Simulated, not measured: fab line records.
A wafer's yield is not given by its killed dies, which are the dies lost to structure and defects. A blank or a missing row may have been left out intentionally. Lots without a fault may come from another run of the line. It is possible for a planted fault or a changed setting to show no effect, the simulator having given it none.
Which tool did it? | flow nandHarc | 12 lots, 36 wafers sampled, at 5 steps of a route of 1159

## WHAT THE GAUGES READ, wafer by wafer
NHARC_P_M1_CD_MEAS_16.
lot  | measured     | on       | cdNm (nm)
L452 | day 8 16:29  | cdSem-02 | 128.4 131.2 131.2
L454 | day 9 03:19  | cdSem-03 | 129.6 131.5 130.8
L457 | day 9 09:17  | cdSem-01 | 130.2 130.3 130.0
L458 | day 9 11:56  | cdSem-01 | 130.2 129.3 128.3
L460 | day 9 14:02  | cdSem-01 | 129.7 130.0 131.6
L464 | day 10 02:46 | cdSem-03 | 131.1 128.7 129.8
L466 | day 10 05:54 | cdSem-01 | 129.6 130.7 128.5
L465 | day 10 06:35 | cdSem-01 | 132.3 131.7 131.1
L467 | day 10 15:23 | cdSem-01 | 129.6 128.7 129.3
L468 | day 10 20:29 | cdSem-02 | 130.0 129.2 131.8
L469 | day 10 21:08 | cdSem-03 | 129.3 130.8 130.2
L471 | day 11 11:35 | cdSem-02 | 130.4 131.5 130.8

NHARC_END_SORT_01.
lot  | measured     | on        | defectLimitedYield (%) | killedAtArray | killedAtOther | killedAtPeriphery | killedDies  | killedOpen | killedShort | sort_bin_2_pct (%) | sort_bin_3_pct (%) | sort_bin_4_pct (%) | sortNPass   | sortRimYieldPct (%) | sortYieldPct (%)
L452 | day 25 00:16 | prober-02 | 96.8 97.5 95.9         | 20 13 27      | 0 0 0         | 2 4 1             | 22 17 28    | 2 3 2      | 1 1 3       | 1.0 0.7 1.0        | 0.30 0 0.44        | 1.9 1.8 2.7        | 655 660 649 | 97.2 97.2 94.3      | 96.8 97.5 95.9
L454 | day 25 21:56 | prober-01 | 95.1 95.1 95.6         | 26 29 24      | 4 3 2         | 3 1 4             | 33 33 30    | 1 2 2      | 1 2 2       | 2.1 1.6 1.6        | 0.30 0.30 0.30     | 2.5 3.0 2.5        | 644 644 647 | 97.2 97.2 98.1      | 95.1 95.1 95.6
L457 | day 26 11:43 | prober-01 | 3.7 4.6 5.3            | 30 34 33      | 0 0 0         | 622 612 608       | 652 646 641 | 2 4 1      | 6 1 3       | 92.9 91.6 91.3     | 0.30 0.44 0        | 3.1 3.4 3.4        | 25 31 36    | 0 0 0               | 3.7 4.6 5.3
L458 | day 26 08:21 | prober-02 | 5.2 4.1 4.4            | 25 40 30      | 3 1 2         | 614 608 615       | 642 649 647 | 3 6 3      | 1 4 3       | 91.4 91.6 91.9     | 0 0.44 0.44        | 3.4 3.8 3.2        | 35 28 30    | 0 17.9 22.6         | 5.2 4.1 4.4
L460 | day 28 06:14 | prober-02 | 4.6 4.9 4.4            | 42 47 49      | 0 0 0         | 604 597 598       | 646 644 647 | 7 10 2     | 4 0 1       | 92.0 89.8 90.3     | 0.15 0 0.30        | 3.2 5.3 5.0        | 31 33 30    | 23.6 18.9 10.4      | 4.6 4.9 4.4
L464 | day 28 01:59 | prober-01 | 95.1 96.5 94.7         | 29 22 32      | 1 0 0         | 3 2 4             | 33 24 36    | 7 1 4      | 1 0 0       | 1.6 0.7 1.6        | 0.15 0.44 0.15     | 3.1 2.4 3.5        | 644 653 641 | 98.1 99.1 97.2      | 95.1 96.5 94.7
L466 | day 27 14:41 | prober-02 | 97.2 97.5 97.5         | 16 17 15      | 0 0 0         | 3 0 2             | 19 17 17    | 1 3 2      | 1 0 4       | 0.6 0.7 0.3        | 0 0.30 0           | 2.2 1.5 2.2        | 658 660 660 | 98.1 100.0 98.1     | 97.2 97.5 97.5
L465 | day 27 12:46 | prober-01 | 93.9 93.4 93.8         | 34 34 37      | 0 0 0         | 7 11 5            | 41 45 42    | 2 1 4      | 0 2 4       | 1.8 1.8 1.9        | 0.15 0.30 0.15     | 4.1 4.6 4.1        | 636 632 635 | 98.1 95.3 94.3      | 93.9 93.4 93.8
L467 | day 27 06:56 | prober-02 | 93.5 95.3 93.1         | 43 29 44      | 1 0 1         | 0 3 2             | 44 32 47    | 2 2 1      | 1 4 5       | 2.2 1.5 1.6        | 0.44 0.15 0.44     | 3.8 3.1 4.9        | 633 645 630 | 93.4 96.2 90.6      | 93.5 95.3 93.1
L468 | day 27 22:31 | prober-02 | 94.7 96.0 95.9         | 32 25 26      | 0 0 0         | 4 2 2             | 36 27 28    | 2 7 3      | 1 2 0       | 1.6 0.9 1.9        | 0.30 0.15 0.30     | 3.4 3.0 1.9        | 641 650 649 | 94.3 100.0 93.4     | 94.7 96.0 95.9
L469 | day 27 19:00 | prober-01 | 93.1 91.3 93.2         | 44 52 41      | 0 1 0         | 3 6 5             | 47 59 46    | 1 2 2      | 1 0 1       | 3.1 3.0 3.0        | 0.74 0.59 0.15     | 3.1 5.2 3.7        | 630 618 631 | 94.3 97.2 95.3      | 93.1 91.3 93.2
L471 | day 28 14:04 | prober-02 | 97.8 96.9 97.3         | 15 18 16      | 0 0 0         | 0 3 2             | 15 21 18    | 2 6 2      | 0 3 3       | 0.6 1.2 0.6        | 0 0.15 0.15        | 1.6 1.8 1.9        | 662 656 659 | 97.2 97.2 97.2      | 97.8 96.9 97.3

## EACH LOT AND THE TOOL THAT RAN IT (in order: tool; ch and the chambers of the sampled wafers; start)
lot  | NHARC_P_M0_ANNEAL_30            | NHARC_P_M0_CMP_23             | NHARC_P_M1_STRIP_18
L452 | rtpAnneal-01 ch 0, day 8 13:53  | cmp-04 ch 0,3, day 8 14:14    | rieDiel-02 ch 0,1,2, day 8 16:35
L454 | rtpAnneal-02 ch 0, day 9 00:16  | cmp-03 ch 0,3, day 9 00:26    | rieDiel-02 ch 1,2, day 9 03:25
L457 | rtpAnneal-02 ch 0, day 9 06:39  | cmp-03 ch 0,1,3, day 9 07:00  | rieDiel-02 ch 1,2, day 9 09:23
L458 | rtpAnneal-01 ch 0, day 9 09:04  | cmp-03 ch 1,2, day 9 09:23    | rieDiel-02 ch 0,2, day 9 12:01
L460 | rtpAnneal-02 ch 0, day 9 10:37  | cmp-03 ch 0,3, day 9 10:57    | rieDiel-13 ch 0,1,2, day 9 14:08
L464 | rtpAnneal-01 ch 0, day 10 00:04 | cmp-02 ch 0,3, day 10 00:25   | rieDiel-13 ch 0,1,3, day 10 02:52
L466 | rtpAnneal-02 ch 0, day 10 03:18 | cmp-02 ch 0,2,3, day 10 03:42 | rieDiel-13 ch 1,2, day 10 05:59
L465 | rtpAnneal-02 ch 0, day 10 04:01 | cmp-04 ch 0,1, day 10 04:13   | rieDiel-10 ch 0,2,3, day 10 06:43
L467 | rtpAnneal-02 ch 0, day 10 12:40 | cmp-03 ch 0,2,3, day 10 13:04 | rieDiel-13 ch 0,1,3, day 10 15:29
L468 | rtpAnneal-01 ch 0, day 10 17:47 | cmp-03 ch 2,3, day 10 18:08   | rieDiel-13 ch 0,2,3, day 10 20:35
L469 | rtpAnneal-01 ch 0, day 10 18:25 | cmp-03 ch 1,2,3, day 10 18:46 | rieDiel-02 ch 0,1,3, day 10 21:15
L471 | rtpAnneal-01 ch 0, day 11 08:51 | cmp-03 ch 0,1,3, day 11 09:16 | rieDiel-13 ch 0,2, day 11 11:39
- NHARC_P_M0_ANNEAL_30: time 90 s.
- NHARC_P_M0_CMP_23: polishes, t overpolish 20 s, target thk 117.53 nm.
- NHARC_P_M1_STRIP_18: strips in N2/H2.

## WHAT THE TOOLS THEMSELVES READ (means of the sampled wafers that have a number; where no wafer has one, the mark that the record gives instead)
NHARC_P_M0_ANNEAL_30.
lot  | tool         | wafer_temp_C_max
L452 | rtpAnneal-01 | 226.27
L454 | rtpAnneal-02 | 226.26
L457 | rtpAnneal-02 | 226.10
L458 | rtpAnneal-01 | 226.33
L460 | rtpAnneal-02 | 226.13
L464 | rtpAnneal-01 | 226.34
L466 | rtpAnneal-02 | 225.81
L465 | rtpAnneal-02 | 226.14
L467 | rtpAnneal-02 | 225.79
L468 | rtpAnneal-01 | 226.61
L469 | rtpAnneal-01 | 226.17
L471 | rtpAnneal-01 | 226.37

NHARC_P_M0_CMP_23.
lot  | tool   | motorCurrentA (A) | slurryFlowMlMin | timeToEndpointS (s)
L452 | cmp-04 | 12.0              | 150.1           | 29.0
L454 | cmp-03 | 13.0              | 149.9           | 32.2
L457 | cmp-03 | 11.6              | 149.6           | 29.8
L458 | cmp-03 | 11.0              | 150.0           | 27.4
L460 | cmp-03 | 13.1              | 149.8           | 29.9
L464 | cmp-02 | 12.8              | 149.5           | 25.2
L466 | cmp-02 | 12.4              | 150.6           | 29.8
L465 | cmp-04 | 11.7              | 150.3           | 28.6
L467 | cmp-03 | 12.2              | 149.9           | 30.9
L468 | cmp-03 | 13.9              | 150.3           | 28.9
L469 | cmp-03 | 12.3              | 150.0           | 28.5
L471 | cmp-03 | 11.7              | 150.5           | 30.5

NHARC_P_M1_STRIP_18.
lot  | tool       | chamberPressureMTorr (mTorr) | drypumpMotorCurrentA (A) | mfcArSccm (sccm) | oesProductAu (a.u.) | rfVppV (V) | showerheadPlenumPTorr (Torr) | throttleValvePct (%)
L452 | rieDiel-02 | 30.001                       | 5.6                      | 0.011            | 0.997               | 90.5       | 2.09                         | 14.167
L454 | rieDiel-02 | 30.025                       | 5.2                      | 0.014            | 0.991               | 90.3       | 2.02                         | 14.169
L457 | rieDiel-02 | -                            | -                        | -                | -                   | -          | -                            | -
L458 | rieDiel-02 | -                            | -                        | -                | -                   | -          | -                            | -
L460 | rieDiel-13 | -                            | -                        | -                | -                   | -          | -                            | -
L464 | rieDiel-13 | 29.959                       | 5.9                      | 0.015            | 0.993               | 89.6       | 1.92                         | 14.177
L466 | rieDiel-13 | 29.978                       | 5.5                      | 0.007            | 0.992               | 90.5       | 2.10                         | 14.176
L465 | rieDiel-10 | 29.961                       | 5.4                      | 0.010            | 0.995               | 90.8       | 2.04                         | 14.172
L467 | rieDiel-13 | 30.008                       | 6.0                      | 0.015            | 1.003               | 90.7       | 1.91                         | 14.167
L468 | rieDiel-13 | 30.003                       | 6.2                      | 0.008            | 0.996               | 90.8       | 2.00                         | 14.175
L469 | rieDiel-02 | 29.995                       | 5.6                      | 0.007            | 0.996               | 91.2       | 2.08                         | 14.169
L471 | rieDiel-13 | 30.010                       | 5.9                      | 0.005            | 0.995               | 91.4       | 2.10                         | 14.172

## THE ANSWER, worked out from the rows above alone
Rule: the usual values come from the lots themselves. Put in order of their means at a reading, lots are off if they are a third of the lots or fewer, leave a main group of 4 or more, and stand apart from it by a gap of 3 or more times the standard deviation of the main group's means; of several such gaps the widest counts. The tables above print the reading to a certain number of digits; a main group whose means all agree to those digits is not used. Also off: a lot with no number at a reading for which 4 or more lots have one. Where the step has rows for the other lots, those lots are counted as sound. First the gauges in route order, then the tools' own readings, where a lot's mean is used as printed above. The first step at which some lot is off is used, and at that step the reading that is off furthest; a lot without a number counts as furthest.
Off, at NHARC_END_SORT_01 on killedAtPeriphery: L457, L458, L460. The main group: mean 3.1, standard deviation 1.8.
A tool fits if, at a process step before that reading, it ran every lot that is off, and no sound lot after the first of them. The gauges at NHARC_END_SORT_01 aren't tried: what is off there is off at NHARC_P_M1_STRIP_18 too, on other tools, and a gauge's error can't cause that. Of those tried, none fits.

## WHAT HAD BEEN PUT IN BY THE SIMULATOR
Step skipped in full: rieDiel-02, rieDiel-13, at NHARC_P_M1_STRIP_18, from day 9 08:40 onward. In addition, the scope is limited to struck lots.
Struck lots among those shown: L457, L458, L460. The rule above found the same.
